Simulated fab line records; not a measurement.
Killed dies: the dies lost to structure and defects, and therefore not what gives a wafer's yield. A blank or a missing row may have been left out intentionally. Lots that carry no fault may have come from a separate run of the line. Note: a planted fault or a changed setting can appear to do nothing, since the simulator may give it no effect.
fab line records | flow nandHarc
[record] lots = 12 wafers = 36 lastDay = 33
route steps=1302 shown A_ONON_D2@552 A_CHANNEL_HOLE_D2@580
lots with no fault: from the same line, run without faults
startH: the number of hours between the record's first day and the start of the first shown wafer of the lot | waitH: hours since the lot's step before | " the same as in the row above | L1.1+2: a single row standing in for several wafers | - no value present, or no start provided | * or withheld: withheld | < > ~ a bound
route shown NAME@n: NAME is a module with steps in the file, n the number in the route of the first one | usual: the fault-free wafers' mean and standard deviation | same: alike in all rows | chamber/n: place in a boat | sites: the reading at each site | _std_site: standard deviation across them | _edge_site: mean of outer sites minus mean of inner sites | radiusMm: for every site, how far away it sits from the centre of the wafer | mask NAME#n: copy n | behind: the most recent tool/chamber to have shaped the wafer | hold: reason for holding the lot/hours on hold/outcome of the hold | device: whichever transistor did not switch (one of n, p or np) | end of line: tests of these same wafers at the route's end | a step given without rows: its recipe and nothing more | killed: not the wafer's yield, but the dies lost to structure and defects at the first sort | map: a wafer's dies, x killed, . not, _ none there
set.NAME: the setting that was run; set.NAME@STEP: the one run at that earlier step | model.NAME: the simulator's own value behind a step, which no gauge read
the route's steps for a sample of lots (tables are steps, rows are wafers)
services: when a tool's chamber went out of use (startH, in hours from the record's first day, below 0 if earlier), for how many hours, and the reason
[[steps]]
[step NHARC_A_ONON_D2_THK_MEAS_11]
[recipe] thkMeasGauge = ellipsometry
[usual] thkNm = 1001/9.7
// columns lot.wafer tool chamber startH waitH thkNm
L374.4 filmMetro-02 - 278.36 - 998
L374.5 " - " " 1000
L374.6 " - " " 1001
L376.1 filmMetro-01 - 287.15 - 1002
L376.4 " - " " 1000
L376.5 " - " " 1003
L377.2 filmMetro-02 - 307.20 - 1003
L377.4 " - " " 1005
L377.5 " - " " 1002
L378.1 filmMetro-01 - 315.12 - 984
L378.4 " - " " 986
L378.5 " - " " 982
L379.1 filmMetro-02 - 321.74 - 992
L379.2 " - " " 990
L379.3 " - " " 990
L382.1 filmMetro-01 - 348.72 - 1006
L382.4 " - " " 1005
L382.6 " - " " 1006
L384.2 filmMetro-01 - 387.95 - 1006
L384.3 " - " " 1006
L384.6 " - " " 1006
L392.3 filmMetro-02 - 462.89 - 1003
L392.4 " - " " 1005
L392.5 " - " " 1004
L394.1 filmMetro-01 - 463.10 - 1002
L394.2 " - " " 1003
L394.6 " - " " 1002
L395.2 filmMetro-01 - 482.56 - 988
L395.5 " - " " 987
L395.6 " - " " 986
L396.1 filmMetro-02 - 482.58 - 1007
L396.3 " - " " 1006
L396.6 " - " " 1007
L397.3 filmMetro-02 - 499.44 - 1000
L397.4 " - " " 1001
L397.6 " - " " 999
[step NHARC_A_CHANNEL_HOLE_D2_PEB_08]
[recipe] pebTempC = 100 pebTimeS = 65
// columns lot.wafer tool chamber startH waitH
L374.4+5+6 lithoTrack-04 0 292.73 0.0
L376.1+4+5 lithoTrack-04 0 300.94 0.1
L377.2+4+5 lithoTrack-01 0 323.98 0.1
L378.1+4+5 lithoTrack-06 0 333.84 0.1
L379.1+2+3 lithoTrack-04 0 336.32 0.1
L382.1+4+6 lithoTrack-04 0 361.99 0.1
L384.2+3+6 lithoTrack-04 0 401.89 0.1
L394.1+2+6 lithoTrack-01 0 477.26 0.1
L392.3+4+5 lithoTrack-04 0 477.53 0.0
L395.2+5+6 lithoTrack-01 0 497.04 0.1
L396.1+3+6 lithoTrack-04 0 497.33 0.1
L397.3+4+6 lithoTrack-04 0 512.82 0.0
[step NHARC_A_CHANNEL_HOLE_D2_CD_MEAS_10]
[recipe] targetCdNm = 100 landingEnergyEv = 500
[usual] cdNm = 99.9/0.55
// columns lot.wafer tool chamber startH waitH cdNm
L374.4 cdSem-03 0 292.82 - 100.6
L374.5 " 0 " " 101.0
L374.6 " 0 " " 100.6
L376.1 cdSem-03 0 301.02 - 100.1
L376.4 " 0 " " 100.2
L376.5 " 0 " " 101.1
L377.2 cdSem-01 0 324.06 - 99.7
L377.4 " 0 " " 100.2
L377.5 " 0 " " 99.9
L378.1 cdSem-03 0 333.92 - 99.1
L378.4 " 0 " " 99.2
L378.5 " 0 " " 99.3
L379.1 cdSem-02 0 336.40 - 100.2
L379.2 " 0 " " 100.2
L379.3 " 0 " " 100.3
L382.1 cdSem-01 0 362.07 - 100.0
L382.4 " 0 " " 100.3
L382.6 " 0 " " 99.6
L384.2 cdSem-02 0 401.97 - 103.3
L384.3 " 0 " " 100.7
L384.6 " 0 " " 103.1
L394.1 cdSem-01 0 477.34 - 99.5
L394.2 " 0 " " 99.6
L394.6 " 0 " " 99.3
L392.3 cdSem-01 0 477.61 - 100.2
L392.4 " 0 " " 100.4
L392.5 " 0 " " 100.5
L395.2 cdSem-01 0 497.12 - 99.5
L395.5 " 0 " " 99.5
L395.6 " 0 " " 99.6
L396.1 cdSem-01 0 497.41 - 100.2
L396.3 " 0 " " 100.2
L396.6 " 0 " " 100.1
L397.3 cdSem-02 0 512.90 - 100.1
L397.4 " 0 " " 100.1
L397.6 " 0 " " 100.4
[step NHARC_A_CHANNEL_HOLE_D2_ETCH_38]
[recipe] targetDepthA = 390 overEtchFrac = 0.3 timeS = 65 ionEnergyEv = 80 cf4FlowSccm = 150 arFlowSccm = 0 rfW = 300 biasW = 100 chemistry = CF4
[usual] cf4FlowSccm = 150.0/0.46 drypumpMotorCurrentA = 5.8/0.37 oesProductAu = 1.000/0.0083 rfVppV = 150.9/1.1 showerheadPlenumPTorr = 1.74/0.066 throttleValvePct = 13.283/0.0095
// columns lot.wafer tool chamber startH waitH cf4FlowSccm drypumpMotorCurrentA oesProductAu rfHoursCounterH rfVppV showerheadPlenumPTorr throttleValvePct
L374.4 rieDiel-04 1 293.08 0.1 150.0 6.1 0.993 4.2 149.0 1.66 13.285
L374.5 " 0 " " 150.1 5.7 1.000 - 152.4 1.79 13.268
L374.6 " 1 " " 150.1 6.1 1.001 - 150.0 1.66 13.287
L376.1 rieDiel-04 2 301.30 0.1 149.5 6.2 1.004 6.5 151.1 1.70 13.284
L376.4 " 3 " " 149.7 6.5 0.998 7.1 150.9 1.74 13.294
L376.5 " 2 " " 149.6 6.2 1.005 - 149.7 1.70 13.291
L377.4 rieDiel-11 1 324.35 0.1 149.4 5.4 1.007 3.4 153.6 1.89 13.286
L377.2 " 2 " " 149.5 6.3 0.986 3.2 151.7 1.71 13.287
L377.5 " 0 " " 149.9 5.7 0.996 - 151.7 1.83 13.282
L378.1 rieDiel-04 0 334.22 0.1 149.8 5.7 1.021 8.6 151.6 1.79 13.304
L378.4 " 2 " " 150.3 6.2 1.011 - 149.9 1.69 13.269
L378.5 " 0 " " 150.0 5.7 1.012 - 150.9 1.79 13.279
L379.2 rieDiel-04 2 336.69 0.1 150.8 6.2 0.995 9.7 150.6 1.69 13.277
L379.1 " 0 " " 150.1 5.7 0.999 9.3 151.5 1.79 13.298
L379.3 " 1 " " 149.4 6.1 1.004 8.5 151.2 1.66 13.305
L382.4 rieDiel-07 3 362.36 0.1 150.0 5.7 1.010 2.1 150.4 1.70 13.287
L382.1 " 0 " " 150.0 5.6 1.005 3.4 150.2 1.70 13.281
L382.6 " 0 " " 150.2 5.6 1.011 - 151.5 1.70 13.278
L384.2 rieDiel-04 1 402.23 0.1 150.4 6.1 0.998 1.7 151.1 1.65 13.277
L384.3 " 2 " " 149.5 6.2 0.993 1.4 151.5 1.69 13.280
L384.6 " 1 " " 150.4 6.1 1.015 - 149.6 1.65 13.282
L394.1 rieDiel-11 0 477.61 0.1 149.8 5.7 0.994 3.3 152.4 1.83 13.303
L394.2 " 2 " " 150.1 6.3 0.985 3.3 150.3 1.71 13.290
L394.6 " 1 " " 149.7 5.4 0.992 - 151.6 1.88 13.292
L392.4 rieDiel-04 3 477.89 0.1 150.0 6.4 0.995 6.0 150.2 1.73 13.271
L392.3 " 2 " " 149.5 6.1 0.988 5.9 149.6 1.69 13.275
L392.5 " 0 " " 149.9 5.7 0.987 - 151.0 1.78 13.286
L395.2 rieDiel-11 3 497.41 0.1 149.8 5.5 0.996 3.9 150.9 1.76 13.291
L395.5 " 0 " " 150.2 5.7 0.984 - 152.4 1.83 13.284
L395.6 " 1 " " 149.7 5.4 1.003 - 153.9 1.88 13.307
L396.3 rieDiel-04 0 497.69 0.1 149.6 5.7 1.011 8.3 150.8 1.78 13.274
L396.1 " 1 " " 150.5 6.1 1.009 8.2 149.5 1.65 13.285
L396.6 " 3 " " 149.6 6.5 1.001 - 150.9 1.73 13.272
L397.3 rieDiel-07 2 513.19 0.1 149.2 5.3 0.989 2.5 150.1 1.67 13.276
L397.4 " 3 " " 150.2 5.7 0.997 2.0 150.7 1.70 13.278
L397.6 " 1 " " 150.4 5.0 0.987 - 150.6 1.76 13.300
[step NHARC_A_CHANNEL_HOLE_D2_CD_MEAS_18]
[usual] cdNm = 99.4/2.1
// columns lot.wafer tool chamber startH waitH cdNm
L374.4 cdSem-02 - 294.11 - 98.9
L374.5 " - " " 102.0
L374.6 " - " " 103.3
L376.1 cdSem-01 - 302.31 - 99.0
L376.4 " - " " 104.0
L376.5 " - " " 100.7
L377.2 cdSem-02 - 325.36 - 99.0
L377.4 " - " " 101.0
L377.5 " - " " 100.6
L378.1 cdSem-01 - 335.42 - 94.9
L378.4 " - " " 98.3
L378.5 " - " " 99.1
L379.1 cdSem-01 - 337.91 - 97.5
L379.2 " - " " 99.6
L379.3 " - " " 103.6
L382.1 cdSem-02 - 363.45 - 98.6
L382.4 " - " " 102.3
L382.6 " - " " 101.5
L384.2 cdSem-02 - 403.49 - 104.1
L384.3 " - " " 95.1
L384.6 " - " " 105.5
L394.1 cdSem-02 - 478.63 - 96.5
L394.2 " - " " 98.3
L394.6 " - " " 98.5
L392.3 cdSem-01 - 478.92 - 98.4
L392.4 " - " " 96.7
L392.5 " - " " 96.5
L395.2 cdSem-01 - 498.41 - 97.2
L395.5 " - " " 95.4
L395.6 " - " " 98.0
L396.1 cdSem-03 - 498.70 - 97.8
L396.3 " - " " 99.9
L396.6 " - " " 95.8
L397.3 cdSem-03 - 514.21 - 98.5
L397.4 " - " " 100.5
L397.6 " - " " 98.6
[step NHARC_A_CHANNEL_HOLE_D2_CD_MEAS_31]
[usual] cdNm = 89.5/1.5
// columns lot.wafer tool chamber startH waitH cdNm
L374.4 cdSem-02 - 301.22 - 90.0
L374.5 " - " " 89.9
L374.6 " - " " 90.0
L376.1 cdSem-03 - 308.08 - 90.2
L376.4 " - " " 91.8
L376.5 " - " " 91.6
L377.2 cdSem-01 - 331.10 - 90.2
L377.4 " - " " 88.9
L377.5 " - " " 91.3
L378.1 cdSem-02 - 343.10 - 88.5
L378.4 " - " " 89.5
L378.5 " - " " 88.5
L379.1 cdSem-02 - 345.10 - 90.5
L379.2 " - " " 89.0
L379.3 " - " " 89.6
L382.1 cdSem-02 - 372.01 - 90.7
L382.4 " - " " 90.1
L382.6 " - " " 91.2
L384.2 cdSem-02 - 412.83 - 93.4
L384.3 " - " " 90.9
L384.6 " - " " 93.7
L394.1 cdSem-02 - 485.89 - 90.6
L394.2 " - " " 88.3
L394.6 " - " " 87.8
L392.3 cdSem-01 - 487.80 - 87.7
L392.4 " - " " 89.3
L392.5 " - " " 88.5
L395.2 cdSem-03 - 503.99 - 87.7
L395.5 " - " " 88.3
L395.6 " - " " 87.1
L396.1 cdSem-01 - 504.27 - 92.1
L396.3 " - " " 88.4
L396.6 " - " " 90.5
L397.3 cdSem-03 - 519.83 - 90.6
L397.4 " - " " 88.9
L397.6 " - " " 91.1
[[services]]
// columns tool chamber startH hours kind
rieDiel-07 0 269.50 6.0 repair
rieDiel-04 0 284.90 - clean
rieDiel-04 1 284.90 - clean
rieDiel-04 2 284.90 - clean
rieDiel-04 3 284.90 - clean
rieDiel-07 3 289.90 22.3 repair
rieDiel-07 0 293.56 9.5 repair
rieDiel-07 - 294.25 9.0 pm
rieDiel-11 1 295.98 3.3 repair
rieDiel-04 0 309.40 - clean
rieDiel-11 1 310.57 9.8 repair
rieDiel-11 - 318.92 5.0 repair
rieDiel-04 3 319.71 31.3 repair
lithoTrack-01 - 330.00 7.0 pm
lithoTrack-06 - 354.00 7.0 pm
rieDiel-04 - 354.90 9.0 pm
lithoTrack-04 - 378.00 7.0 pm
rieDiel-04 3 388.80 2.0 repair
rieDiel-07 - 403.00 0.3 repair
rieDiel-11 - 432.67 9.0 pm
rieDiel-07 - 471.25 9.0 pm
rieDiel-04 2 489.03 1.6 repair
lithoTrack-01 - 505.00 7.0 pm
rieDiel-07 2 510.65 2.2 repair
[[key]]
[firstSign] step = NHARC_A_CHANNEL_HOLE_D2_CD_MEAS_10 reading = cdNm direction = up sigmas = 6 usual = 99.9 struck = 103.2
[effect] step = NHARC_A_CHANNEL_HOLE_D2_CD_MEAS_31 reading = cdNm direction = up sigmas = 2.7 usual = 89.5 struck = 93.5
metAt NHARC_A_CHANNEL_HOLE_D2_PEB_08
struckLots L384
struckWafers L384.2,L384.6
testerLeftOut L384
notActingAt NHARC_A_ONON_D2_THK_MEAS_11,NHARC_A_CHANNEL_HOLE_D2_ETCH_38,NHARC_A_CHANNEL_HOLE_D2_CD_MEAS_18
onsetBetween 361.99 401.89
[fault] kind = processParameterDrift tool = lithoTrack-04 chamber = - onsetH = 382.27 steps = NHARC_A_CHANNEL_HOLE_D2_PEB_08 channel = pebTimeS offset = * shape = step endH = 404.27 scope = struckWafersOnly actsIn = * stated = *
// testerLeftOut: of these lots the tester's yield and bins aren't shown, on N5 and GAA mostly nor the transistor test; their killed dies are dies lost to structure and defects alone, not to doping, threshold or leakage, so they don't give the yield
